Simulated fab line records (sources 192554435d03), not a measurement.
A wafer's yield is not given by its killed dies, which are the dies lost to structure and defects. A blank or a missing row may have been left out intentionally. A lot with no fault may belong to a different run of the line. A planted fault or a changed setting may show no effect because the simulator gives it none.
Split-lot trial ; flow n5-finfet ; 7 lots, 21 wafers read, on a route of 1938 steps

## THE SPLIT ITSELF
At N5_SDB_CUT_ETCH_26 (etches Si in HBr/Cl2/O2, target depth 129.6 nm, bt time 20 s, time 51.8 s), the setting icp-w was moved away from the recipe's 800 W on 7 of the 21 wafers read, by -16.2% to +15.4%. All remaining wafers had this setting at the recipe value.

The reading is taken at the split's own step.

## THE READING
SDB.feature-depth-nm (the simulator's own value, which no gauge read), in nm, at N5_SDB_CUT_ETCH_26 (etches Si in HBr/Cl2/O2, target depth 129.6 nm, bt time 20 s, time 51.8 s). No usual value for it is given in the file. Across the 14 wafers here that went through the recipe, the average is 130.2 nm and the standard deviation 3.1 nm.

wafer;tool, chamber at the split;icp-w as run, W;against the recipe;SDB.feature-depth-nm, nm;against lot-mates on the recipe
L075.1;rie-si-04, 2;848.8;+6.1%;130;+2.3
L075.3;rie-si-04, 1;800;recipe;129.2;-
L075.6;rie-si-04, 2;800;recipe;126.2;-
L077.3;rie-si-05, 3;800;recipe;133.8;-
L077.4;rie-si-05, 0;670.8;-16.2%;123.6;-10.9
L077.6;rie-si-05, 0;800;recipe;135.2;-
L082.4;rie-si-05, 1;800;recipe;128.4;-
L082.5;rie-si-05, 3;741;-7.4%;128;-0.4
L082.6;rie-si-05, 2;741;-7.4%;123.8;-4.6
L089.2;rie-si-05, 3;800;recipe;129.4;-
L089.4;rie-si-05, 1;800;recipe;129;-
L089.6;rie-si-05, 3;800;recipe;129.8;-
L092.2;rie-si-04, 1;800;recipe;126.8;-
L092.3;rie-si-04, 2;759.4;-5.1%;123.8;-3.0
L092.4;rie-si-04, 3;759.4;-5.1%;123.2;-3.6
L096.2;rie-si-05, 0;800;recipe;135.4;-
L096.5;rie-si-05, 0;800;recipe;134.8;-
L096.6;rie-si-05, 1;800;recipe;129.4;-
L097.2;rie-si-04, 2;800;recipe;127.2;-
L097.3;rie-si-04, 3;800;recipe;128;-
L097.6;rie-si-04, 0;923.5;+15.4%;137.8;+10.2

THE FIT
A straight line over all 21 wafers: SDB.feature-depth-nm changes by +0.493 nm for each +1% of icp-w; r = +0.69; the points scatter about the line by 3.1 nm.
The same after taking each lot's own level away (the mean of its wafers on the recipe; 21 wafers): +0.602 nm for each +1%; r = +0.91; scatter 1.6 nm.
On that fit, the largest move of icp-w shifts the reading by 9.7 nm.
From 126.80 to 134.50 nm: that is the span of the lots' own levels, equal to 2.5 times the standard deviation above.
So the lot-to-lot level blurs the effect unless lot-mates are compared.
Check: with one of the wafers moved furthest among these (-16.2%) left out of the fit, the line predicts -8.84 nm for it against its lot-mates. Against them it came out at -10.9 nm.

## THE WHOLE CHAIN: every reading that the file lists as answering this split, in the file's order
step;what it does;reading;change (the file's fit);r (the file's)
N5_SDB_CUT_ETCH_26;etches Si in HBr/Cl2/O2, target depth 129.6 nm, bt time 20 s, time 51.8 s;etch.depth-nm (the simulator's own value, which no gauge read);+0.625 nm for each +1% of the setting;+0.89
N5_SDB_CUT_ETCH_26;etches Si in HBr/Cl2/O2, target depth 129.6 nm, bt time 20 s, time 51.8 s;SDB.feature-depth-nm (the simulator's own value, which no gauge read);+0.621 nm for each +1% of the setting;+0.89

## THE FILE'S OWN FIT
SDB.feature-depth-nm changes by +0.621 nm for each +1% of icp-w, r = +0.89.
